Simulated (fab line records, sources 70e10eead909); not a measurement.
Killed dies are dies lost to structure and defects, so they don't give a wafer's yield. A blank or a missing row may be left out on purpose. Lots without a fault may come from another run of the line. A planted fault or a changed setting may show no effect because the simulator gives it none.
A struck lot beside a sound one | flow nand_harc | 15 steps out of a route of 1302
Sound: wafers L919.1, L919.4, L919.5. Struck: wafer L923.1. (L923.3 of the same lot was not struck and is left out.) The cause comes at the end.
At each step with rows: each side's tool, then ch and its chambers, then its first start. Under that, the readings that differ: sound wafers | struck wafers | difference of the means | sigmas: that difference in standard deviations of wafers without a fault.
alike: readings whose means differ by less than 2 such deviations, and words and numbers that are the same on both sides. not compared: withheld readings, readings that some wafer has no value for, bounds like >300 that may hide the same value, and numbers for which the record gives no deviation and whose values overlap.
The two part at a step that has a row with sigmas, a row that says differs or no value, or rows on one side only. Numbers that don't overlap but have no deviation are shown without sigmas and don't part them. A reading that every wafer of one side lacks parts them only if that side has two wafers or more.

first, 4 steps without rows for these wafers: NHARC_A_M1_EBR_05; NHARC_A_M1_EXPOSE_06 (exposes mask A M1, target cd 120 nm); NHARC_A_M1_PEB_07 (peb time 65 s); NHARC_A_M1_DEVELOP_08 (develop time 35 s).
NHARC_A_M1_CD_MEAS_09: target cd 120 nm.
  sound on cd_sem-02 ch 0, day 27 05:26; struck on cd_sem-01 ch 0, day 29 01:40
  alike: cd_nm
NHARC_A_M1_OVL_MEAS_10: pitch 240 nm.
  sound on overlay-02, day 27 05:32; struck on overlay-01, day 29 01:45
  alike: overlay_x_nm, overlay_y_nm
NHARC_A_M1_INSPECT_11:
  sound on defect_inspect-01, day 27 05:34; struck on defect_inspect-01, day 29 01:47
  alike: raw_defect_count
NHARC_A_M1_DESCUM_14: chemistry O2, time 3 s.
  sound on rie_diel-09 ch 0,2,3, day 27 05:38; struck on rie_diel-12 ch 0, day 29 01:52
  alike: drypump_motor_current_A, o2_flow_sccm, oes_product_au, rf_vpp_V, showerhead_plenum_p_Torr, throttle_valve_pct
  not compared: rf_hours_counter_h
NHARC_A_M1_ETCH_35: etches the open film in N2/H2, target depth 40 nm, overetch 12 nm, time 43.94 s.
  sound on rie_diel-09 ch 2,3, day 27 05:44; struck on rie_diel-12 ch 1, day 29 01:56
  alike: bias_w, drypump_motor_current_A, oes_product_au, rf_vpp_V, run_length_s, showerhead_plenum_p_Torr, throttle_valve_pct
  not compared: rf_hours_counter_h
NHARC_A_M1_ETCH_15: etches the open film in C4F8/Ar, target depth 182.5 nm, time 91.2 s.
  sound on rie_diel-09 ch 2,3; struck on rie_diel-12 ch 2
  reading               | sound             | struck | difference | sigmas
  oes_product_au (a.u.) | 0.925 0.924 0.937 | 0.978  | +0.049     | +2
  alike: bias_w, rf_vpp_V, run_length_s
  not compared: rf_hours_counter_h
NHARC_A_M1_CD_MEAS_16:
  sound on cd_sem-02, day 27 05:58; struck on cd_sem-03, day 29 02:09
  alike: cd_nm
NHARC_A_M1_STRIP_18: strips in N2/H2.
  sound on rie_diel-04 ch 1,3, day 27 06:05; struck on rie_diel-04 ch 3, day 29 02:16
  alike: drypump_motor_current_A, oes_product_au, rf_vpp_V, showerhead_plenum_p_Torr, throttle_valve_pct
  not compared: rf_hours_counter_h
NHARC_A_M1_ETCH_28: etches the open film in CF4/N2, target depth 30 nm, time 72.99 s.
  sound on rie_diel-04 ch 1,2, day 27 06:18; struck on rie_diel-04 ch 3, day 29 02:29
  reading          | sound          | struck | difference | sigmas
  run_length_s (s) | 94.1 94.5 93.7 | 76.2   | -17.9      | -45
  alike: drypump_motor_current_A, oes_product_au, rf_vpp_V, showerhead_plenum_p_Torr, throttle_valve_pct
  not compared: bias_w, rf_hours_counter_h
then, 2 steps without rows for these wafers: NHARC_A_M1_STRIP_19 (strips in post etch residue remover, time 600 s); NHARC_END_SORT_01.

WHERE THEY PART
First at NHARC_A_M1_ETCH_15; last, within this record, at NHARC_A_M1_ETCH_28.

WHY: what the simulator had put in
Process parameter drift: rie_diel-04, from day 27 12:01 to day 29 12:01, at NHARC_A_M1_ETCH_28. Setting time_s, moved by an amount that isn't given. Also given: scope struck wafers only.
